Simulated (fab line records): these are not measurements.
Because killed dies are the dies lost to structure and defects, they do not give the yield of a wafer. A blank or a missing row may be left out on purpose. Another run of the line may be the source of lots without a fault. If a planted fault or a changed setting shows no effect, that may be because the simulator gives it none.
Matching of chambers	flow n5_finfet	N5_BEOL_M11_PECVD_70 on pecvd-01: 3 sister chambers
The step deposits SiO2 from TEOS/O2, target thk 20 nm, time 22.7 s. 3 wafers are shown with their chamber, then 9 later ones without.

EACH WAFER AND ITS CHAMBER
wafer	chamber	showerhead_plenum_p_Torr (Torr)
L089.4	0	8.82
L087.5	1	8.70
L087.6	2	8.82

WAFERS WITHOUT THEIR CHAMBER
wafer	showerhead_plenum_p_Torr (Torr)
L092.2	8.83
L092.4	8.72
L092.5	8.79
L097.3	8.71
L097.5	8.81
L097.6	8.72
L096.2	8.67
L096.4	8.83
L096.5	8.82

CHAMBER TAKEN BY EACH
wafer	from the rows above	in truth
L092.2	can't be placed: 0 or 2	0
L092.4	1	1
L092.5	can't be placed: 0 or 2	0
L097.3	1	1
L097.5	can't be placed: 0 or 2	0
L097.6	1	1
L096.2	1	1
L096.4	can't be placed: 0 or 2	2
L096.5	can't be placed: 0 or 2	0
Placed correctly: 4 of 9. Cannot be placed on the basis of these rows: 5; the candidates contain the true chamber in 5. Number placed wrongly: 0.
How it was worked out, from the rows above alone: a wafer's distance from a chamber is the root of the sum, over the readings, of the square of ((its reading less the chamber's mean) divided by the reading's scatter). The wafer belongs to the nearest chamber; if the next one is less than 2 further off, it can't be placed. Each chamber's mean is taken over the wafers shown for it. The scatter: root of mean squared gap, hidden wafer to nearest shown wafer, with one shown wafer a chamber.
